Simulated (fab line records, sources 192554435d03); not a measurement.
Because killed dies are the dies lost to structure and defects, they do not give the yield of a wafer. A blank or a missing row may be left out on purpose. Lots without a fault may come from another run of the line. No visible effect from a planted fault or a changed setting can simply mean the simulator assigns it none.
Comparing a struck lot with a sound one + flow n5Finfet + 39 steps out of a route of 1938
Sound: wafers L564.1, L564.4, L564.6. Wafers L554.2, L554.5, L554.6 were the ones struck. The cause comes at the end.
Per side, at each step with rows, come the tool, then ch with its chambers, and then its first start. Under that, the readings that differ: sound wafers + struck wafers + difference of the means + sigmas: that difference in standard deviations of wafers without a fault.
alike: same words and numbers on both sides, and readings whose means sit less than 2 such deviations apart. not compared: any withheld reading, any reading some wafer has no value for, any bound like >300 that may hide the same value, and any number with overlapping values for which the record gives no deviation.
The two part at a step that has a row with sigmas, a row that says differs or no value, or rows on one side only. Numbers that have no deviation but don't overlap get no sigmas and don't part them. A reading that every wafer of one side lacks parts them only if that side has two wafers or more.

first, 9 steps without rows for these wafers: N5_BEOL_M4_ANNEAL_95 (time 240 s); N5_BEOL_M4_SPUTTER_96 (material Cu, target thk 4.5 nm, time 8.29 s); N5_BEOL_M4_ECD_50 (material Cu, target thk 300 nm); N5_BEOL_M4_ANNEAL_51 (time 90 s); N5_BEOL_M4_CMP_52 (polishes, stops on SiOC, t overpolish 6.8 s, target thk 40 nm); N5_BEOL_M4_PRE_CLEAN_60 (time 15 s); N5_BEOL_M4_CO_CAP_55 (material Co, precursor CCTBA/H2, target thk 2 nm, time 102.1 s); N5_BEOL_M4_PRE_CLEAN_56 (time 15 s); N5_BEOL_M4_DEP_57 (deposits SiCN from 3MS/NH3, target thk 8 nm, time 14 s).
N5_BEOL_M4_RC_MEAS_101:
  sound on prober-01 ch 0, day 13 02:29; struck on prober-01 ch 0, day 10 09:02
  alike: DIBL_N, DIBL_P, IOFF_N, IOFF_P, ION_N, ION_P, SS_N, SS_P, VT_N, VT_P
then, 24 steps without rows for these wafers: N5_BEOL_M5_ILD_DEP_00 (deposits SiCOH lowk from DEMS/porogen, target thk 140.64 nm, time 25.9 s); N5_BEOL_M5_CURE_79 (cures SiCOH lowk, time 240 s); N5_BEOL_M5_PECVD_70 (deposits SiO2 from TEOS/O2, target thk 16 nm, time 18 s); N5_BEOL_M5_HM_DEP_02 (deposits TiN, target thk 20 nm); N5_BEOL_M5_COAT_59 (time 60 s, resist thk 60 nm); N5_BEOL_M5_COAT_60 (time 60 s, resist thk 12 nm); N5_BEOL_M5_COAT_71 (time 60 s, resist thk 5 nm); N5_BEOL_M5_COAT_05 (resist thk 30 nm); N5_BEOL_M5_EBR_07; N5_BEOL_M5_SOFTBAKE_06 (time 60 s); N5_BEOL_M5_EXPOSE_08 (exposes mask M5, target cd 28 nm); N5_BEOL_M5_PEB_09 (peb time 60 s); N5_BEOL_M5_DEVELOP_10 (develop time 30 s); N5_BEOL_M5_DESCUM_16 (chemistry O2, time 7 s); N5_BEOL_M5_ETCH_72 (etches underlayer in N2/H2, target depth 6.5 nm, time 5.2 s); N5_BEOL_M5_ETCH_61 (etches SiARC in CF4, target depth 15.6 nm, time 26 s); N5_BEOL_M5_ETCH_62 (etches SOC in N2/H2, target depth 75 nm, overetch 15 nm, time 112.5 s); N5_BEOL_M5_STRIP_63 (strips in N2/H2); N5_BEOL_M5_STRIP_73 (strips in N2/H2); N5_BEOL_M5_STRIP_64 (strips in CF4); N5_BEOL_M5_HM_OPEN_17 (chemistry Cl2/BCl3, target TiN, target depth 20 nm, overetch 6 nm); N5_BEOL_M5_STRIP_19 (strips in O2); N5_BEOL_M5_COAT_65 (time 60 s, resist thk 60 nm); N5_BEOL_M5_COAT_66 (time 60 s, resist thk 12 nm).
-- a jump in the record: the struck wafers' starts before and after are 4 days apart (it breaks off in module BEOL_M5 and resumes in module BEOL_M15, where the first step shown is number 1824 of the route) --
N5_BEOL_M15_CMP_49: polishes, stops on SiO2, t overpolish 4.9 s, target thk 850 nm.
  sound on cmp-03 ch 0,1, day 16 16:52; struck on cmp-02 ch 0,1,2, day 14 00:16
  no value came back on the struck wafers for any of 6 readings (barrierFieldEndpointS (s), clearingPlatenDownForcePsi (psi) and others); on the sound wafers barrierFieldEndpointS (s) reads 10.9 11.3 11.0
| reading                                | sound             | struck         | difference | sigmas |
|----------------------------------------|-------------------|----------------|------------|--------|
| model.Cu_of_BEOL_M15_ECD_47.thkNm (nm) | 871.4 816.2 842.4 | 1878 1855 1891 | +1031      |        |
N5_BEOL_M15_THK_MEAS_50: measures by xrf.
  sound on filmMetro-02 at day 16 17:07; struck on filmMetro-01 at day 14 00:26
| reading      | sound       | struck         | difference | sigmas |
|--------------|-------------|----------------|------------|--------|
| M15_THK (nm) | 874 823 851 | 1922 1901 1942 | +1072      | +43    |
N5_BEOL_M15_RS_MEAS_54: measures by four-point-probe.
  sound on filmMetro-02 at day 16 17:15; struck on filmMetro-02 at day 14 00:34
| reading         | sound                | struck               | difference | sigmas |
|-----------------|----------------------|----------------------|------------|--------|
| M15_RS (ohm/sq) | 0.0210 0.0224 0.0218 | 0.0092 0.0093 0.0091 | -0.0125    | -20    |
N5_BEOL_M15_INSPECT_55: inspects for defects (darkfield).
  sound on defectInspect-01 at day 16 17:16; struck on defectInspect-02 at day 14 00:35
| reading        | sound    | struck         | difference | sigmas      |
|----------------|----------|----------------|------------|-------------|
| rawDefectCount | 79 52 55 | 6467 6445 6354 | +6360      | +99 or more |
N5_PASSIVATION_PROBE_49:
  sound on prober-02 at day 17 09:47; struck on prober-01 at day 14 13:30
| reading                | sound          | struck         | difference | sigmas      |
|------------------------|----------------|----------------|------------|-------------|
| defectLimitedYield (%) | 94.0 94.7 93.1 | 0 0 0          | -94        | -63         |
| killed_at_M4_up        | 9 10 9         | 1093 1084 1113 | +1087      | +99 or more |
| killedDies             | 71 62 82       | 1180 1180 1180 | +1108      | +62         |
| killedOnRim            | 3 10 13        | 152 152 152    | +143       | +34         |
| sortNPass              | 1109 1118 1098 | 0 0 0          | -1108      | -62         |
| sortYieldPct (%)       | 94.0 94.7 93.1 | 0 0 0          | -94        | -63         |
  alike: killed_at_M0_to_M3, killedAtContacts, killedAtFrontEnd, killedAtOther, killedOpen, killedShort, sort_bin_5_function, sort_bin_6_memory, sort_bin_8_speed

## WHERE THEY PART
At N5_BEOL_M15_CMP_49 first; at N5_PASSIVATION_PROBE_49 last (within this record only).

WHY: what had been put in by the simulator
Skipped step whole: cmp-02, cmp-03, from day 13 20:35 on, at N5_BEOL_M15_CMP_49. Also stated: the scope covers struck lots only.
